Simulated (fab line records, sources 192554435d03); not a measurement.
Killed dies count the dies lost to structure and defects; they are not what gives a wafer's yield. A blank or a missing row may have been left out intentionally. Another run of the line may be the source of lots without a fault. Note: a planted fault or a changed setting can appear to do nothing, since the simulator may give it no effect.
Split-lot trial    flow n5 finfet    route with 1938 steps; 7 lots, 21 wafers read

== SPLIT DETAILS ==
At N5_BEOL_M1_HM_DEP_02 (deposits TiN, target thk 20 nm), the setting target thk a was moved away from the recipe's 200 angstrom on 5 of the 21 wafers read, by -13.2% to +9.4%. For the rest of the wafers, this setting stayed at what the recipe calls for.

== FROM THE SPLIT TO THE READING: what the file shows between them, 8 steps ==
- N5_BEOL_M1_COAT_61: time 60 s, resist thk 60 nm
- N5_BEOL_M1_COAT_62: time 60 s, resist thk 12 nm
- N5_BEOL_M1_STRIP_75: strips in N2/H2
- N5_BEOL_M1_STRIP_66: strips in CF4
- N5_BEOL_M1_HM_OPEN_17: chemistry Cl2/BCl3, target TiN, target depth 20 nm, overetch 6 nm
- N5_BEOL_M1_STRIP_19: strips in O2
- N5_BEOL_M1_STRIP_83: strips in C4F6/O2
- N5_BEOL_M1_STRIP_36: strips in N2/H2

== THE READING ==
TiN_of_BEOL_M1_HM_DEP_02.thk nm (the simulator's own value, which no gauge read), in nm, at N5_BEOL_M1_TRENCH_ETCH_37 (etches SiOC in C4F6/O2, target depth 55.207 nm, time 29 s). The file gives no usual value for it. Average 17.8 nm, standard deviation 0.39 nm, over the 16 wafers here run with the recipe.

wafer   tool, chamber at the split  target thk a as run, angstrom  against the recipe  TiN_of_BEOL_M1_HM_DEP_02.thk nm, nm  against lot-mates on the recipe
L074.1  pvd sputter-02, -           200                            recipe              17.6                                 -
L074.2  pvd sputter-02, -           200                            recipe              17.8                                 -
L074.6  pvd sputter-02, -           200                            recipe              17.2                                 -
L075.1  pvd sputter-02, -           218.8                          +9.4%               19.6                                 +2.4
L075.4  pvd sputter-02, -           200                            recipe              17.2                                 -
L075.5  pvd sputter-02, -           218.8                          +9.4%               19.2                                 +2.0
L076.2  pvd sputter-03, -           173.7                          -13.2%              15.4                                 -2.4
L076.3  pvd sputter-03, -           200                            recipe              17.8                                 -
L076.6  pvd sputter-03, -           173.7                          -13.2%              15.2                                 -2.6
L079.2  pvd sputter-01, -           200                            recipe              18.2                                 -
L079.4  pvd sputter-01, -           200                            recipe              18.2                                 -
L079.3  pvd sputter-01, -           200                            recipe              18                                   -
L080.3  pvd sputter-02, -           200                            recipe              17.6                                 -
L080.5  pvd sputter-02, -           200                            recipe              17.2                                 -
L080.6  pvd sputter-02, -           176.1                          -12.0%              15                                   -2.4
L092.1  pvd sputter-03, -           200                            recipe              18.4                                 -
L092.4  pvd sputter-03, -           200                            recipe              17.4                                 -
L092.5  pvd sputter-03, -           200                            recipe              17.6                                 -
L096.2  pvd sputter-01, -           200                            recipe              18                                   -
L096.4  pvd sputter-01, -           200                            recipe              18.2                                 -
L096.6  pvd sputter-01, -           200                            recipe              18.2                                 -

THE FIT
A straight line over all 21 wafers: TiN_of_BEOL_M1_HM_DEP_02.thk nm changes by +0.193 nm for each +1% of target thk a; r = +0.95; the points scatter about the line by 0.39 nm.
The same after taking each lot's own level away (the mean of its wafers on the recipe; 21 wafers): +0.205 nm for each +1%; r = +0.98; scatter 0.25 nm.
According to that fit, moving target thk a by its largest amount changes the reading by 2.7 nm.
The span of the lots' own levels, 17.20 to 18.13 nm, comes to 2.4 times the standard deviation stated above.
So the lot-to-lot level changes the slope little: the two slopes agree.
Check: -2.75 nm against its lot-mates is what the line predicts for one of the wafers moved furthest among these (-13.2%) when that wafer is left out of the fit. It came out at -2.4 nm against them.

== OTHER SPLITS ON THESE WAFERS ==
Before the reading, these wafers also passed through other splits. Each is held against what the fit with the lots' levels taken away leaves over:
other split on the same wafers             wafers away from the commonest value  r with TiN_of_BEOL_M1_HM_DEP_02.thk nm (lot level and that fit taken away)
N5_BEOL_M0_ETCH_138 source w               7                                     -0.20
N5_BEOL_M0_TRENCH_ETCH_107 target depth a  14                                    -0.06
N5_BEOL_M1_ILD_DEP_00 time s               5                                     -0.02

== THE WHOLE CHAIN: every reading that the file lists as answering this split, in the file's order ==
step                       what it does                                                       reading                                                                           change (the file's fit)                r (the file's)
N5_BEOL_M1_HM_DEP_02       deposits TiN, target thk 20 nm                                     TiN_of_BEOL_M1_HM_DEP_02.thk nm (the simulator's own value, which no gauge read)  +0.206 nm for each +1% of the setting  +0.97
N5_BEOL_M1_HM_OPEN_17      chemistry Cl2/BCl3, target TiN, target depth 20 nm, overetch 6 nm  etch.depth nm (the simulator's own value, which no gauge read)                    +0.204 nm for each +1% of the setting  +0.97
N5_BEOL_M1_TRENCH_ETCH_37  etches SiOC in C4F6/O2, target depth 55.207 nm, time 29 s          TiN_of_BEOL_M1_HM_DEP_02.thk nm (the simulator's own value, which no gauge read)  +0.204 nm for each +1% of the setting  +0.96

== THE FILE'S OWN FIT ==
TiN_of_BEOL_M1_HM_DEP_02.thk nm changes by +0.204 nm for each +1% of target thk a, r = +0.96.
